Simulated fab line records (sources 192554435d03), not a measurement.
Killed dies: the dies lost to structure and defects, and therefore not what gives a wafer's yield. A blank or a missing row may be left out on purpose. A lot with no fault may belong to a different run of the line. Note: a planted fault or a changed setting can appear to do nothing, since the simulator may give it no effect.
Matching of chambers :: flow n5-finfet :: N5_BEOL_M14_CMP_49 on cmp-01 has 4 sister chambers
The step polishes, stops on SiO2, t overpolish 5.2 s, target thk 560 nm. 14 wafers are shown with their chamber, then 7 later ones without.

== EACH WAFER AND ITS CHAMBER ==
wafer: L074.2
chamber: 1
motor-current-A (A): 8.0
barrier-field-endpoint-s (s): 11.40
time-to-endpoint-s (s): 121

wafer: L074.3
chamber: 0
motor-current-A (A): 7.2
barrier-field-endpoint-s (s): 11.32
time-to-endpoint-s (s): 117

wafer: L074.6
chamber: 2
motor-current-A (A): 7.4
barrier-field-endpoint-s (s): 11.06
time-to-endpoint-s (s): 116

wafer: L076.1
chamber: 0
motor-current-A (A): 7.2
barrier-field-endpoint-s (s): 11.01
time-to-endpoint-s (s): 122

wafer: L076.4
chamber: 2
motor-current-A (A): 7.3
barrier-field-endpoint-s (s): 11.15
time-to-endpoint-s (s): 125

wafer: L076.5
chamber: 0
motor-current-A (A): 7.2
barrier-field-endpoint-s (s): 11.17
time-to-endpoint-s (s): 121

wafer: L080.1
chamber: 2
motor-current-A (A): 7.5
barrier-field-endpoint-s (s): 11.09
time-to-endpoint-s (s): 116

wafer: L080.2
chamber: 0
motor-current-A (A): 7.0
barrier-field-endpoint-s (s): 10.69
time-to-endpoint-s (s): 117

wafer: L080.6
chamber: 3
motor-current-A (A): 6.9
barrier-field-endpoint-s (s): 11.63
time-to-endpoint-s (s): 126

wafer: L084.1
chamber: 0
motor-current-A (A): 6.8
barrier-field-endpoint-s (s): 11.40
time-to-endpoint-s (s): 121

wafer: L084.4
chamber: 1
motor-current-A (A): 8.0
barrier-field-endpoint-s (s): 11.44
time-to-endpoint-s (s): 124

wafer: L084.6
chamber: 0
motor-current-A (A): 6.9
barrier-field-endpoint-s (s): 11.33
time-to-endpoint-s (s): 123

wafer: L088.2
chamber: 2
motor-current-A (A): 7.1
barrier-field-endpoint-s (s): 11.50
time-to-endpoint-s (s): 120

wafer: L088.5
chamber: 3
motor-current-A (A): 7.2
barrier-field-endpoint-s (s): 11.68
time-to-endpoint-s (s): 127

SIGNATURES, as means of the wafers listed above
reading: motor-current-A
chamber 0: 7.050
chamber 1: 8.000
chamber 2: 7.325
chamber 3: 7.050
scatter within a chamber: 0.17

reading: barrier-field-endpoint-s
chamber 0: 11.1533
chamber 1: 11.4200
chamber 2: 11.2000
chamber 3: 11.6550
scatter within a chamber: 0.219

reading: time-to-endpoint-s
chamber 0: 120.17
chamber 1: 122.50
chamber 2: 119.25
chamber 3: 126.50
scatter within a chamber: 3.04
Rule: distance of a wafer from a chamber = root of the sum over the readings of ((wafer's reading minus chamber's mean) / reading's scatter) squared. If the next closest chamber is less than 2 further off than the closest, the wafer can't be placed; otherwise it belongs to the closest. How the scatter is found: for the shown wafers, subtract from each reading the mean of its chamber, square and add these, divide the total by (wafers less chambers), then take the root.

== WAFERS WITH NO CHAMBER GIVEN ==
wafer: L088.6
motor-current-A (A): 6.9
barrier-field-endpoint-s (s): 11.37
time-to-endpoint-s (s): 124

wafer: L087.1
motor-current-A (A): 7.2
barrier-field-endpoint-s (s): 11.43
time-to-endpoint-s (s): 120

wafer: L087.2
motor-current-A (A): 6.8
barrier-field-endpoint-s (s): 11.52
time-to-endpoint-s (s): 119

wafer: L087.6
motor-current-A (A): 7.8
barrier-field-endpoint-s (s): 11.56
time-to-endpoint-s (s): 125

wafer: L093.1
motor-current-A (A): 8.2
barrier-field-endpoint-s (s): 11.18
time-to-endpoint-s (s): 121

wafer: L093.2
motor-current-A (A): 6.9
barrier-field-endpoint-s (s): 11.31
time-to-endpoint-s (s): 127

wafer: L093.4
motor-current-A (A): 7.2
barrier-field-endpoint-s (s): 11.00
time-to-endpoint-s (s): 115

== EACH ONE'S CHAMBER ==
wafer: L088.6
from the rows above: can't be placed: 3 or 0 or 2
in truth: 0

wafer: L087.1
from the rows above: can't be placed: 2 or 0 or 3
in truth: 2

wafer: L087.2
from the rows above: can't be placed: 0 or 3 or 2
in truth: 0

wafer: L087.6
from the rows above: 1
in truth: 1

wafer: L093.1
from the rows above: 1
in truth: 1

wafer: L093.2
from the rows above: can't be placed: 3 or 0 or 2
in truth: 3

wafer: L093.4
from the rows above: can't be placed: 2 or 0
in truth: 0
2 of 7 placed correctly. These rows do not allow placing 5 (true chamber among the candidates in 5). Wrongly placed: 0.
